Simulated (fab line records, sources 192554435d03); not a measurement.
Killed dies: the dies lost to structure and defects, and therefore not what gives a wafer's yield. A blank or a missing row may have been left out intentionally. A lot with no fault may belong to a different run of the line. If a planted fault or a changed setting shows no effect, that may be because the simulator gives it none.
One fault through the eyes of 3 desks :: flow n5_finfet :: only its own numbers are on each desk; what lay behind them is given at the end

== THE DEFECT DESK ==
Counts from the inspections along the route, per lot, as means over the sampled wafers that have a number. The brackets show how far a lot's mean lies from the usual mean; more than 4 standard deviations puts the lot out of limits, marked OUT.
Columns: A = raw_defect_count at N5_MOL_CONTACT_COAG_INSPECT_10, usual 66
lot: L699
first seen here: day 4 13:16
A: 37

lot: L707
first seen here: day 6 12:28
A: 68

lot: L714
first seen here: day 8 11:24
A: 59

lot: L715
first seen here: day 8 19:25
A: 80

lot: L718
first seen here: day 9 11:48
A: 46

lot: L719
first seen here: day 9 14:35
A: 80

lot: L720
first seen here: day 9 21:50
A: 76
Result from this desk: across the 7 lots, nothing is out of limits.

== THE METROLOGY DESK ==
Lot by lot, what the gauges showed, no matter which tool ran the lot: averages of those sampled wafers that carry a number. The brackets show how far a lot's mean lies from the usual mean; more than 4 standard deviations puts the lot out of limits, marked OUT. Shown here are 7 of its 12 readings, the ones lying furthest out on some lot.
Columns: A = cd_nm at N5_MOL_CONTACT_COAG_CD_MEAS_08, usual 28.01 nm; B = CA_OVL at N5_MOL_CONTACT_COAG_OVL_MEAS_09, usual 0.2 nm; C = IOFF_P at N5_BEOL_M4_RC_MEAS_101, usual 0.22 nA/um; D = ION_P at N5_BEOL_M4_RC_MEAS_101, usual 464 uA/um; E = SS_P at N5_BEOL_M4_RC_MEAS_101, usual 73.3 mV/dec; F = VT_N at N5_BEOL_M4_RC_MEAS_101, usual 249.3 mV; G = VT_P at N5_BEOL_M4_RC_MEAS_101, usual -250 mV
lot: L699
first seen here: day 4 13:11
A: 27.62
B: 1.3
C: 0.19
D: 462
E: 73.4
F: 250.6
G: -252

lot: L707
first seen here: day 6 12:22
A: 28.03
B: 0.4
C: 0.18
D: 456
E: 72.2
F: 250.5
G: -252

lot: L714
first seen here: day 8 11:19
A: 28.25
B: 0.1
C: 0.17
D: 455
E: 72.8
F: 252.7
G: -255

lot: L715
first seen here: day 8 19:20
A: 28.09
B: -0.2
C: 0.16
D: 453
E: 73.1
F: 252.9
G: -258

lot: L718
first seen here: day 9 11:43
A: 27.95
B: 1.1
C: 0.21
D: 466
E: 72.9
F: 253.8
G: -248

lot: L719
first seen here: day 9 14:30
A: 28.43
B: -0.2
C: 0.23
D: 470
E: 73.6
F: 249.9
G: -249

lot: L720
first seen here: day 9 21:44
A: 28.19
B: -0.1
C: 0.21
D: 462
E: 73.5
F: 251.2
G: -252
Result from this desk: across the 7 lots, nothing is out of limits.

== AT THE TOOL OWNER'S DESK: rie_diel-03 ==
The tool's own readings at N5_MOL_CONTACT_COAG_ETCH_110 (etches Si in CF4/O2, target depth 2.5 nm, time 8 s): means of the sampled wafers that have a number, for each lot that ran on this tool. The brackets show how far a lot's mean lies from the usual mean; more than 4 standard deviations puts the lot out of limits, marked OUT.
Columns: A = drypump_motor_current_A at N5_MOL_CONTACT_COAG_ETCH_110, usual 5.8 A; B = oes_o_777_au at N5_MOL_CONTACT_COAG_ETCH_110, usual 0.79 a.u.; C = oes_product_au at N5_MOL_CONTACT_COAG_ETCH_110, usual 0.79 a.u.; D = rf_vpp_V at N5_MOL_CONTACT_COAG_ETCH_110, usual 127.4 V; E = showerhead_plenum_p_Torr at N5_MOL_CONTACT_COAG_ETCH_110, usual 2.21 Torr; F = throttle_valve_pct at N5_MOL_CONTACT_COAG_ETCH_110, usual 10.72 %
lot: L714
first seen here: day 8 11:52
A: 5.8
B: 0.83
C: 0.83
D: 128.1
E: 2.27
F: 10.77

lot: L715
first seen here: day 8 19:45
A: 5.7
B: 0.93
C: 0.75
D: 128.9
E: 2.19
F: 10.34

lot: L718
first seen here: day 9 12:07
A: 5.5
B: 0.83
C: 0.77
D: 127.1
E: 2.16
F: 10.73

lot: L719
first seen here: day 9 15:01
A: 5.7
B: 0.90
C: 0.73
D: 126.9
E: 2.18
F: 10.36
Result from this desk: across the 4 lots, nothing is out of limits.

== BROUGHT TOGETHER ==
Nothing the defect desk looked at was out of limits.
Nothing out of limits was seen by the metrology desk.
The tool owner's desk saw nothing out of limits.

== WHAT WAS PUT IN BY THE SIMULATOR ==
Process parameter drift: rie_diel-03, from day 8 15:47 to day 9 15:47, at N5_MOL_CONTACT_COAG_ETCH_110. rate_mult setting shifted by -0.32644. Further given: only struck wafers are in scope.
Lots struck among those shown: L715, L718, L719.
